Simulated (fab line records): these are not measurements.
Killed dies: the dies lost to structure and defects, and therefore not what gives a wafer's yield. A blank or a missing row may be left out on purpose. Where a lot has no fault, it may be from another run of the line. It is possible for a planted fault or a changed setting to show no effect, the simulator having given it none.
fab line records ; flow n5Finfet
record lots=9; wafers=26; lastDay=17
route steps=1938 shown MOL_CONTACT_COAG@526 BEOL_M4@1111
lots untouched by any fault: they come from a run of this same line in which no faults occurred
startH: the number of hours between the record's first day and the start of the first shown wafer of the lot ; waitH: hours from the lot's prior step to this one ; " repeats the value in the row above ; L1.1+2: a row that stands for several wafers ; - value missing, or start not given ; * or withheld: withheld ; < > ~ a bound
route shown NAME@n: NAME is a module with steps in the file, n the number in the route of the first one ; usual: mean/standard deviation taken from wafers without a fault ; same: alike in all rows ; chamber/n: place in a boat ; sites: the reading at each site ; _std_site: the standard deviation of these ; _edge_site: the outer-site mean with the inner-site mean subtracted ; radiusMm: how far each site lies from the wafer's centre ; mask NAME#n: copy n ; behind: the most recent tool/chamber to have shaped the wafer ; hold: cause of the lot's hold/its duration in hours/its outcome ; device: the n, p or np transistor that did not switch ; end of line: the same wafers' tests at the end of the route ; for a step that has no rows: nothing shown but its recipe ; killed: count of dies lost to structure and defects at first sort (not the wafer's yield) ; map: shows each die of a wafer: x if killed, . if not, _ if none is there
set.NAME: the setting that was run; set.NAME@STEP: the one run at that earlier step ; model.NAME: the simulator's own value behind a step, which no gauge read
a sample of lots followed through the steps of the route, with each step as a table and each wafer as a row
services: the hour from which a tool's chamber was out of use, counted from the record's first day as startH (under 0 if before that day), plus the number of hours and why
## steps
# step N5_MOL_CONTACT_COAG_CD_MEAS_08
# recipe targetCdNm=28; landingEnergyEv=500; detector=seInlens; polarity=opening
# usual cdNm=28.03/0.25
lot.wafer;tool;chamber;startH;waitH;cdNm
L570.2;cdSem-01;0;98.28;-;27.80
L570.3;cdSem-01;0;98.28;-;27.75
L570.5;cdSem-01;0;98.28;-;28.18
L572.2;cdSem-03;0;112.55;-;27.90
L572.4;cdSem-03;0;112.55;-;28.31
L572.6;cdSem-03;0;112.55;-;28.50
L574.1;cdSem-02;0;124.60;-;28.08
L574.3;cdSem-02;0;124.60;-;28.02
L574.5;cdSem-02;0;124.60;-;28.16
L575.1;cdSem-03;0;131.15;-;28.74
L575.3;cdSem-03;0;131.15;-;28.43
L575.6;cdSem-03;0;131.15;-;28.38
L578.1;cdSem-02;0;154.89;-;28.19
L578.2;cdSem-02;0;154.89;-;27.79
L579.2;cdSem-02;0;157.28;-;27.57
L579.3;cdSem-02;0;157.28;-;27.65
L579.5;cdSem-02;0;157.28;-;28.08
L585.1;cdSem-03;0;193.47;-;28.13
L585.3;cdSem-03;0;193.47;-;28.07
L585.5;cdSem-03;0;193.47;-;28.03
L586.1;cdSem-03;0;203.64;-;28.11
L586.2;cdSem-03;0;203.64;-;27.95
L586.6;cdSem-03;0;203.64;-;28.24
L587.1;cdSem-03;0;204.76;-;28.31
L587.4;cdSem-03;0;204.76;-;28.03
L587.5;cdSem-03;0;204.76;-;28.32
# step N5_MOL_CONTACT_COAG_INSPECT_10
# recipe mode=adi; inspectInstrument=brightfield
# usual rawDefectCount=68/23
lot.wafer;tool;chamber;startH;waitH;rawDefectCount
L570.2;defectInspect-01;-;98.37;0.0;83
L570.3;defectInspect-01;-;98.37;0.0;55
L570.5;defectInspect-01;-;98.37;0.0;52
L572.2;defectInspect-02;-;112.64;0.0;71
L572.4;defectInspect-02;-;112.64;0.0;94
L572.6;defectInspect-02;-;112.64;0.0;100
L574.1;defectInspect-02;-;124.69;0.1;69
L574.3;defectInspect-02;-;124.69;0.1;93
L574.5;defectInspect-02;-;124.69;0.1;66
L575.1;defectInspect-02;-;131.24;0.1;90
L575.3;defectInspect-02;-;131.24;0.1;62
L575.6;defectInspect-02;-;131.24;0.1;125
L578.1;defectInspect-02;-;154.98;0.1;48
L578.2;defectInspect-02;-;154.98;0.1;76
L579.2;defectInspect-02;-;157.37;0.0;44
L579.3;defectInspect-02;-;157.37;0.0;29
L579.5;defectInspect-02;-;157.37;0.0;71
L585.1;defectInspect-01;-;193.55;0.1;109
L585.3;defectInspect-01;-;193.55;0.1;57
L585.5;defectInspect-01;-;193.55;0.1;69
L586.1;defectInspect-01;-;203.73;0.1;58
L586.2;defectInspect-01;-;203.73;0.1;50
L586.6;defectInspect-01;-;203.73;0.1;101
L587.1;defectInspect-01;-;204.84;0.1;66
L587.4;defectInspect-01;-;204.84;0.1;47
L587.5;defectInspect-01;-;204.84;0.1;67
# step N5_MOL_CONTACT_COAG_ETCH_106
# recipe chemistry=N2/H2; target=SOC; targetDepthA=800; overetchA=160; maskMaterial=SiARC; tempC=40; timeS=120; ionEnergyEv=200; pressureMtorr=30; sourceW=840; biasW=150; n2FlowSccm=200; h2FlowSccm=200
# usual biasW=150.0/0.44; drypumpMotorCurrentA=5.8/0.45; oesProductAu=0.66/0.063; rfVppV=524.2/2.3; showerheadPlenumPTorr=2.55/0.08; throttleValvePct=17.84/0.23
lot.wafer;tool;chamber;startH;waitH;biasW;drypumpMotorCurrentA;oesProductAu;rfHoursCounterH;rfVppV;showerheadPlenumPTorr;throttleValvePct
L570.2;rieDiel-05;1;98.49;0.0;149.7;5.1;0.64;193;526.7;2.63;17.98
L570.3;rieDiel-05;3;98.49;0.0;150.1;6.5;0.65;173;527.6;2.65;18.16
L570.5;rieDiel-05;0;98.49;0.0;150.3;5.8;0.65;-;527.1;2.62;17.70
L572.2;rieDiel-03;1;113.17;0.0;149.6;6.4;0.71;97;524.2;2.55;17.68
L572.4;rieDiel-03;3;113.17;0.0;150.5;5.9;0.65;174;524.3;2.55;17.66
L572.6;rieDiel-03;1;113.17;0.0;149.4;6.4;0.72;-;525.2;2.55;17.68
L574.1;rieDiel-03;2;124.81;0.0;149.3;5.5;0.61;222;523.1;2.50;17.82
L574.3;rieDiel-03;0;124.81;0.0;150.3;6.3;0.62;219;523.0;2.51;17.93
L574.5;rieDiel-03;2;124.81;0.0;150.0;5.4;0.61;-;523.7;2.50;17.81
L575.1;rieDiel-05;3;131.94;0.0;150.1;6.5;0.64;188;526.4;2.65;18.22
L575.3;rieDiel-05;2;131.94;0.0;150.2;5.5;0.89;0;523.4;2.49;17.37
L575.6;rieDiel-05;3;131.94;0.0;150.4;6.5;0.64;-;525.4;2.65;18.22
L578.1;rieDiel-05;0;155.10;0.0;149.7;5.8;0.63;213;524.5;2.61;17.71
L578.2;rieDiel-05;3;155.10;0.0;150.5;6.5;0.63;196;526.9;2.64;18.22
L579.2;rieDiel-02;3;157.49;0.0;149.7;5.9;0.77;39;522.9;2.47;17.75
L579.3;rieDiel-02;2;157.49;0.0;150.7;5.8;0.63;239;522.5;2.49;18.07
L579.5;rieDiel-02;1;157.49;0.0;149.2;5.3;0.66;-;526.9;2.66;17.81
L585.1;rieDiel-05;2;193.67;0.0;150.4;5.5;0.81;23;523.2;2.48;17.42
L585.3;rieDiel-05;3;193.67;0.0;150.8;6.5;0.63;210;525.9;2.64;18.24
L585.5;rieDiel-05;2;193.67;0.0;150.1;5.5;0.81;-;522.2;2.48;17.39
L586.1;rieDiel-03;1;204.20;0.0;150.2;6.3;0.69;129;524.9;2.54;17.73
L586.2;rieDiel-03;3;204.20;0.0;150.0;6.0;0.63;204;523.9;2.54;17.70
L586.6;rieDiel-03;3;204.20;0.0;150.1;5.9;0.64;-;522.2;2.54;17.71
L587.1;rieDiel-02;1;204.96;0.0;149.5;5.4;0.65;194;525.7;2.65;17.83
L587.4;rieDiel-02;0;204.96;0.0;150.4;6.3;0.66;-;518.6;2.34;17.93
L587.5;rieDiel-02;3;204.96;0.0;149.5;5.9;0.74;-;522.2;2.46;17.77
# step N5_MOL_CONTACT_COAG_CD_MEAS_99
# recipe targetCdNm=17.2; polarity=opening
# usual cdNm=17.1/0.35
lot.wafer;tool;chamber;startH;waitH;cdNm
L570.2;cdSem-01;-;98.80;-;16.6
L570.3;cdSem-01;-;98.80;-;17.8
L570.5;cdSem-01;-;98.80;-;16.6
L572.2;cdSem-01;-;113.48;-;16.9
L572.4;cdSem-01;-;113.48;-;17.7
L572.6;cdSem-01;-;113.48;-;17.2
L574.1;cdSem-02;-;125.12;-;16.4
L574.3;cdSem-02;-;125.12;-;16.9
L574.5;cdSem-02;-;125.12;-;16.6
L575.1;cdSem-03;-;132.26;-;17.5
L575.3;cdSem-03;-;132.26;-;17.2
L575.6;cdSem-03;-;132.26;-;18.0
L578.1;cdSem-02;-;155.41;-;17.3
L578.2;cdSem-02;-;155.41;-;18.2
L579.2;cdSem-02;-;157.80;-;16.8
L579.3;cdSem-02;-;157.80;-;16.8
L579.5;cdSem-02;-;157.80;-;17.0
L585.1;cdSem-03;-;193.99;-;17.0
L585.3;cdSem-03;-;193.99;-;18.1
L585.5;cdSem-03;-;193.99;-;16.8
L586.1;cdSem-03;-;204.51;-;17.3
L586.2;cdSem-03;-;204.51;-;17.2
L586.6;cdSem-03;-;204.51;-;17.1
L587.1;cdSem-03;-;205.28;-;17.3
L587.4;cdSem-03;-;205.28;-;17.8
L587.5;cdSem-03;-;205.28;-;17.7
# step N5_MOL_CONTACT_COAG_CO_FILL_22
# recipe material=Co; targetThkA=200; tempC=200; precursor=CCTBA/H2; pressureTorr=30
# usual heaterPowerW=228/16
lot.wafer;tool;chamber;startH;waitH;heaterPowerW
L570.2;cvdCo-02;2;101.30;0.1;216
L570.3;cvdCo-02;1;101.30;0.1;244
L570.5;cvdCo-02;1;101.30;0.1;245
L572.2;cvdCo-02;1;116.02;0.1;249
L572.4;cvdCo-02;1;116.02;0.1;250
L572.6;cvdCo-02;0;116.02;0.1;201
L574.1;cvdCo-01;2;127.26;0.1;216
L574.3;cvdCo-01;2;127.26;0.1;218
L574.5;cvdCo-01;2;127.26;0.1;220
L575.1;cvdCo-01;0;134.93;0.1;230
L575.3;cvdCo-01;0;134.93;0.1;228
L575.6;cvdCo-01;0;134.93;0.1;231
L578.1;cvdCo-01;1;158.14;0.1;246
L578.2;cvdCo-01;2;158.14;0.1;223
L579.2;cvdCo-01;2;161.37;0.1;213
L579.3;cvdCo-01;1;161.37;0.1;254
L579.5;cvdCo-01;0;161.37;0.1;238
L585.1;cvdCo-01;0;197.02;0.1;229
L585.3;cvdCo-01;2;197.02;0.1;219
L585.5;cvdCo-01;1;197.02;0.1;250
L586.1;cvdCo-01;1;207.64;0.1;243
L586.2;cvdCo-01;0;207.64;0.1;233
L586.6;cvdCo-01;2;207.64;0.1;214
L587.1;cvdCo-01;1;208.66;0.1;246
L587.4;cvdCo-01;2;208.66;0.1;218
L587.5;cvdCo-01;0;208.66;0.1;234
# step N5_BEOL_M4_RC_MEAS_101
# usual DIBL_N=35.9/1.8; DIBL_P=36.2/2; IOFF_N=0.16/0.031; IOFF_P=0.22/0.041; ION_N=676/11; ION_P=465/8.5; RC_DENSE_N=19.1/0.41; RC_DENSE_P=23.8/0.54; RC_N=15.5/0.33; RC_P=19.4/0.43; SS_N=71.4/0.64; SS_P=73.2/0.7; VT_N=250/3.5; VT_P=-250/3.9
lot.wafer;tool;chamber;startH;waitH;DIBL_N[mV/V];DIBL_P[mV/V];IOFF_N[nA/um];IOFF_P[nA/um];ION_N[uA/um];ION_P[uA/um];RC_DENSE_N[ohm.um];RC_DENSE_P[ohm.um];RC_N[ohm.um];RC_P[ohm.um];SS_N[mV/dec];SS_P[mV/dec];VT_N[mV];VT_P[mV]
L570.2;prober-02;0;182.35;0.2;36.6;35.9;0.17;0.19;673;449;18.9;24.0;15.4;19.3;71.5;73.4;250;-251
L570.3;prober-02;0;182.35;0.2;33.5;32.5;0.11;0.15;657;450;19.1;23.8;15.4;19.3;70.8;71.8;252;-254
L570.5;prober-02;0;182.35;0.2;35.1;35.4;0.15;0.18;676;457;19.4;24.2;15.8;19.9;71.1;72.0;250;-251
L572.2;prober-01;0;195.17;0.2;36.8;36.1;0.18;0.25;681;471;18.9;23.3;15.2;19.1;72.3;73.8;249;-244
L572.4;prober-01;0;195.17;0.2;36.2;35.4;0.15;0.24;673;474;18.3;22.9;15.0;18.8;71.4;74.1;250;-245
L572.6;prober-01;0;195.17;0.2;34.8;34.8;0.15;0.23;678;472;18.4;23.0;15.3;18.8;71.2;73.0;249;-247
L574.1;prober-02;0;203.17;0.0;36.7;36.8;0.15;0.18;670;456;19.9;25.1;16.4;20.3;70.9;73.6;252;-256
L574.3;prober-02;0;203.17;0.0;38.2;39.8;0.19;0.24;684;464;19.4;24.0;15.6;19.5;71.9;73.7;248;-250
L574.5;prober-02;0;203.17;0.0;37.1;37.2;0.15;0.20;666;458;19.7;24.7;16.2;20.0;70.8;73.7;251;-253
L575.1;prober-01;0;214.18;0.0;34.1;32.5;0.12;0.19;672;468;18.4;23.2;15.1;18.7;71.3;72.5;253;-250
L575.3;prober-01;0;214.18;0.0;36.5;35.7;0.17;0.24;682;464;19.1;24.0;15.4;19.4;71.4;73.8;247;-247
L575.6;prober-01;0;214.18;0.0;36.3;35.0;0.16;0.22;675;459;18.3;23.0;15.0;19.0;71.6;72.7;249;-247
L578.1;prober-01;0;238.30;0.0;36.8;36.0;0.13;0.19;653;450;19.1;23.9;15.5;19.5;72.2;72.7;256;-252
L578.2;prober-01;0;238.30;0.0;37.4;37.1;0.16;0.21;680;466;17.8;22.4;14.6;18.2;71.1;73.3;248;-253
L579.2;prober-01;0;242.24;0.2;36.9;35.8;0.16;0.21;675;461;19.4;24.1;15.6;19.6;72.6;73.1;249;-250
L579.3;prober-01;0;242.24;0.2;35.8;34.5;0.14;0.19;665;453;19.3;24.2;15.7;19.8;71.9;73.6;251;-252
L579.5;prober-01;0;242.24;0.2;37.7;36.8;0.17;0.23;680;463;19.3;24.2;15.8;19.8;71.8;73.5;249;-247
L585.1;prober-01;0;269.86;0.0;37.3;38.5;0.21;0.24;689;464;19.1;24.2;15.8;19.7;72.4;74.3;245;-249
L585.3;prober-01;0;269.86;0.0;36.9;37.9;0.20;0.23;691;468;17.6;22.1;14.3;18.2;71.9;74.2;244;-251
L585.5;prober-01;0;269.86;0.0;38.6;39.0;0.22;0.24;691;463;20.0;24.8;16.3;20.2;71.9;74.4;246;-250
L586.1;prober-02;0;284.66;0.0;36.1;35.7;0.13;0.20;661;461;19.3;24.2;15.6;19.7;70.1;73.6;252;-250
L586.2;prober-02;0;284.66;0.0;42.1;43.3;0.29;0.37;712;481;18.5;23.1;15.1;19.1;71.9;74.9;239;-239
L586.6;prober-02;0;284.66;0.0;37.3;37.6;0.16;0.25;677;469;18.5;23.1;15.1;18.9;70.5;74.3;250;-246
L587.1;prober-01;0;290.67;0.0;38.3;40.2;0.22;0.28;679;470;18.7;23.1;15.2;18.9;72.5;74.3;247;-245
L587.4;prober-01;0;290.67;0.0;38.3;39.0;0.20;0.26;685;476;17.9;22.3;14.6;18.4;72.2;73.0;246;-246
L587.5;prober-01;0;290.67;0.0;37.5;37.9;0.18;0.24;678;464;18.1;22.7;14.7;18.6;72.2;73.7;248;-247
## services
tool;chamber;startH;hours;kind
rieDiel-05;2;109.16;-;clean
rieDiel-05;2;109.16;-;consumableReplace:focusRing
rieDiel-05;2;109.16;22.5;scheduledDown
rieDiel-05;2;109.16;22.5;ventCycle
cvdCo-01;1;114.73;-;clean
cvdCo-01;1;114.73;22.0;scheduledDown
cvdCo-01;1;114.73;22.0;ventCycle
rieDiel-05;1;141.45;1.7;repair
cvdCo-02;-;167.46;5.8;repair
rieDiel-02;2;188.84;-;clean
rieDiel-02;2;188.84;-;consumableReplace:focusRing
rieDiel-02;2;188.84;16.3;scheduledDown
rieDiel-02;2;188.84;16.3;ventCycle
rieDiel-03;2;203.59;-;clean
rieDiel-03;2;203.59;-;consumableReplace:focusRing
rieDiel-03;2;203.59;17.8;scheduledDown
rieDiel-03;2;203.59;17.8;ventCycle
## key
firstSign step=N5_MOL_CONTACT_COAG_CD_MEAS_99; reading=cdNm; direction=up; sigmas=2.8; usual=17.1; struck=18.1
effect step=N5_BEOL_M4_RC_MEAS_101; reading=RC_DENSE_N; direction=down; sigmas=3.3; usual=19.1; struck=17.7
effect step=N5_BEOL_M4_RC_MEAS_101; reading=RC_N; direction=down; sigmas=3.1; usual=15.5; struck=14.5
effect step=N5_BEOL_M4_RC_MEAS_101; reading=RC_DENSE_P; direction=down; sigmas=3; usual=23.8; struck=22.2
effect step=N5_BEOL_M4_RC_MEAS_101; reading=RC_P; direction=down; sigmas=2.8; usual=19.4; struck=18.2
metAt N5_MOL_CONTACT_COAG_ETCH_106
struckLots L578,L585
struckWafers L578.2,L585.3
notActingAt N5_MOL_CONTACT_COAG_CD_MEAS_08,N5_MOL_CONTACT_COAG_INSPECT_10,N5_MOL_CONTACT_COAG_CO_FILL_22
onsetBetween 131.94 155.10
fault kind=processParameterDrift; tool=rieDiel-05; chamber=-; onsetH=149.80; steps=N5_MOL_CONTACT_COAG_ETCH_106; channel=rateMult; offset=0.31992; shape=step; endH=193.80; scope=struckWafersOnly
